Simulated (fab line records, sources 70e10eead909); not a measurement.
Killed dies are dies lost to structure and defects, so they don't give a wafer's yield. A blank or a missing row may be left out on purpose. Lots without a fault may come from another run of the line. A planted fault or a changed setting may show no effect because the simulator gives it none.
A struck lot beside a sound one | flow nand_harc | 15 steps out of a route of 1302
Sound: wafers L785.3, L785.4, L785.6. Struck: wafers L791.2, L791.4, L791.6. The cause comes at the end.
At each step with rows: each side's tool, then ch and its chambers, then its first start. Under that, the readings that differ: sound wafers | struck wafers | difference of the means | sigmas: that difference in standard deviations of wafers without a fault.
alike: readings whose means differ by less than 2 such deviations, and words and numbers that are the same on both sides. not compared: withheld readings, readings that some wafer has no value for, bounds like >300 that may hide the same value, and numbers for which the record gives no deviation and whose values overlap.
The two part at a step that has a row with sigmas, a row that says differs or no value, or rows on one side only. Numbers that don't overlap but have no deviation are shown without sigmas and don't part them. A reading that every wafer of one side lacks parts them only if that side has two wafers or more.

NHARC_A_M1_PRE_CLEAN_30: time 30 s.
  sound on pvd_sputter-02; struck on pvd_sputter-02
  alike: heater_power_w
NHARC_A_M1_PVD_20: deposits TaN, target thk 5 nm, time 8.06 s.
  sound on pvd_sputter-02; struck on pvd_sputter-02
  alike: chamber_pressure_pa, throttle_valve_pct
NHARC_A_M1_PVD_21: deposits Cu, target thk 30 nm, time 20.49 s.
  sound on pvd_sputter-02; struck on pvd_sputter-02
  alike: chamber_pressure_pa, throttle_valve_pct
then, 2 steps without rows for these wafers: NHARC_A_M1_ECD_22 (material Cu, target thk 400 nm); NHARC_A_M1_ANNEAL_31 (time 90 s).
NHARC_A_M1_CMP_23: polishes, t overpolish 20 s, target thk 154.34 nm.
  sound on cmp-01 ch 0,1,3, day 23 04:51; struck on cmp-01 ch 0,1,3, day 25 04:53
  alike: motor_current_A, slurry_flow_ml_min, time_to_endpoint_s
NHARC_A_M1_THK_MEAS_24: measures by xrf.
  sound on film_metro-02, day 23 05:10; struck on film_metro-01, day 25 05:12
  alike: thk_nm
then, 1 step without rows for these wafers: NHARC_A_M1_SRD_25.
NHARC_A_M1_INSPECT_27:
  sound on defect_inspect-01, day 23 05:21; struck on defect_inspect-01, day 25 05:21
  alike: raw_defect_count
NHARC_A_M1_PRE_CLEAN_32: time 12 s.
  sound on pecvd-01 ch 0,1, day 23 05:26; struck on pecvd-01 ch 1,2, day 25 05:33
  alike: heater_power_w
  not compared: since_wet_clean_h
then, 1 step without rows for these wafers: NHARC_A_M1_DEP_33 (deposits SiCN, target thk 30 nm).
NHARC_A_BONDPAD_DEP_00: deposits SiCN, target thk 250 nm.
  sound on pecvd-03 ch 0,2, day 23 06:08; struck on pecvd-03 ch 0,1,2, day 25 06:10
  no value came back on the struck wafers for chamber_pressure_Torr (Torr), heater_power_outer_w (W), heater_power_w (W); on the sound wafers chamber_pressure_Torr (Torr) reads 3.002 2.991 3.006
  not compared: since_wet_clean_h
then, 2 steps without rows for these wafers: NHARC_A_BONDPAD_CMP_29 (polishes SiCN, target thk 200 nm); NHARC_A_BONDPAD_SRD_31.
NHARC_END_SORT_01:
  the record has rows for the struck wafers here (prober-01 ch 0, day 26 14:22) and none for the sound ones

WHERE THEY PART
First at NHARC_A_BONDPAD_DEP_00; last, within this record, at NHARC_END_SORT_01.

WHY: what the simulator had put in
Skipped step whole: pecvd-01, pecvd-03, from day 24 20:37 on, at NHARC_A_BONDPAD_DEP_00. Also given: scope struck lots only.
